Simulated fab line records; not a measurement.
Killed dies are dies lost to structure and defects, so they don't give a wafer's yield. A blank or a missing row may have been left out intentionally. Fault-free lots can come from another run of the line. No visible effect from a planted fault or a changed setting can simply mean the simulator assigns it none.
Chamber matching | flow n5-finfet | 4 sister chambers for N5_HKMG_FIN_ETCH_35 on rie-diel-01
The step etches SOC in N2/H2, target depth 215.8 nm, time 243.4 s. 4 wafers are shown with their chamber, then 8 later ones without.

EACH WAFER AND ITS CHAMBER
wafer  | chamber | throttle-valve-pct (%)
L084.4 | 3       | 18.11
L085.1 | 2       | 18.32
L085.6 | 1       | 17.48
L095.1 | 0       | 17.84

WAFERS WITHOUT THEIR CHAMBER
wafer  | throttle-valve-pct (%)
L095.3 | 17.51
L095.4 | 17.51
L096.1 | 18.17
L096.3 | 17.79
L096.4 | 17.81
L097.2 | 17.91
L097.4 | 17.53
L097.5 | 18.17

CHAMBER TAKEN BY EACH
wafer  | from the rows above     | in truth
L095.3 | 1                       | 1
L095.4 | 1                       | 1
L096.1 | can't be placed: 3 or 2 | 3
L096.3 | 0                       | 0
L096.4 | 0                       | 0
L097.2 | 0                       | 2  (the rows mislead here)
L097.4 | 1                       | 1
L097.5 | can't be placed: 3 or 2 | 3
Placed correctly: 5 of 8. Can't be placed from these rows: 2 (the true chamber is among the candidates in 2). 1 placed wrongly.
How it was worked out, from the rows above alone: a wafer's distance from a chamber is the root of the sum, over the readings, of the square of ((its reading less the chamber's mean) divided by the reading's scatter). If the next closest chamber is less than 2 further off than the closest, the wafer can't be placed; otherwise it belongs to the closest. A chamber's mean is the mean of its shown wafers. The scatter: with one shown wafer a chamber, the root of the mean of the squares of how far each hidden wafer lies from its nearest shown one.
